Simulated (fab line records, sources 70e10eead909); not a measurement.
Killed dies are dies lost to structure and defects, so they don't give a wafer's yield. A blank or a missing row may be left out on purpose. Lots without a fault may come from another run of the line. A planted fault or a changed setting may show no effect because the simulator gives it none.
Chamber matching | flow nand_harc | NHARC_A_WL_FILL_ALD_02 on ald_metal-03: 4 sister chambers
The step deposits TiN, target thk 2 nm, pulse time 3 s, ald cycles 100. 18 wafers are shown with their chamber, then 9 later ones without.

WAFERS WITH THEIR CHAMBER
wafer  | chamber | heater_power_outer_w (W) | heater_power_w (W) | precursor_pulse_height_rel
L074.4 | 0       | 751                      | 1152               | 0.979
L074.5 | 1       | 693                      | 1123               | 1.004
L074.6 | 2       | 675                      | 1108               | 1.005
L078.2 | 1       | 690                      | 1108               | 0.993
L078.5 | 0       | 743                      | 1169               | 1.053
L078.6 | 2       | 676                      | 1073               | 1.012
L082.1 | 2       | 680                      | 1075               | 1.013
L082.4 | 2       | 698                      | 1083               | 1.021
L082.5 | 1       | 670                      | 1122               | 1.022
L084.1 | 1       | 668                      | 1102               | 1.018
L084.4 | 0       | 739                      | 1178               | 0.985
L084.5 | 2       | 664                      | 1098               | 1.018
L086.1 | 2       | 694                      | 1081               | 1.005
L086.2 | 1       | 682                      | 1114               | 0.998
L086.3 | 3       | 635                      | 1045               | 1.034
L093.1 | 3       | 634                      | 1060               | 0.998
L093.2 | 0       | 748                      | 1205               | 1.042
L093.3 | 1       | 687                      | 1113               | 0.997

SIGNATURES (means of the wafers above)
reading                    | chamber 0 | chamber 1 | chamber 2 | chamber 3 | scatter within a chamber
heater_power_outer_w       | 745.25    | 681.67    | 681.17    | 634.50    | 10.2
heater_power_w             | 1176.00   | 1113.67   | 1086.33   | 1052.50   | 14.3
precursor_pulse_height_rel | 1.01475   | 1.00533   | 1.01233   | 1.01600   | 0.0206
Rule: a wafer's distance from a chamber is the root of the sum, over the readings, of the square of ((its reading less the chamber's mean) divided by the reading's scatter). The wafer belongs to the nearest chamber; if the next one is less than 2 further off, it can't be placed. The scatter: the root of (the sum of the squares of (reading less its chamber's mean) over the shown wafers, divided by (wafers less chambers)).

WAFERS WITHOUT THEIR CHAMBER
wafer  | heater_power_outer_w (W) | heater_power_w (W) | precursor_pulse_height_rel
L095.2 | 684                      | 1087               | 1.014
L095.4 | 744                      | 1185               | 0.991
L095.6 | 682                      | 1090               | 1.021
L092.2 | 643                      | 1050               | 1.021
L092.3 | 701                      | 1101               | 0.991
L092.6 | 663                      | 1135               | 0.946
L097.1 | 745                      | 1225               | 1.031
L097.2 | 672                      | 1128               | 1.011
L097.6 | 698                      | 1074               | 1.015

WHICH CHAMBER EACH WENT THROUGH
wafer  | from the rows above     | in truth
L095.2 | can't be placed: 2 or 1 | 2
L095.4 | 0                       | 0
L095.6 | can't be placed: 2 or 1 | 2
L092.2 | 3                       | 3
L092.3 | can't be placed: 1 or 2 | 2
L092.6 | can't be placed: 1 or 2 | 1
L097.1 | 0                       | 0
L097.2 | can't be placed: 1 or 2 | 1
L097.6 | can't be placed: 2 or 1 | 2
Placed correctly: 3 of 9. Can't be placed from these rows: 6 (the true chamber is among the candidates in 6). Placed wrongly: 0.
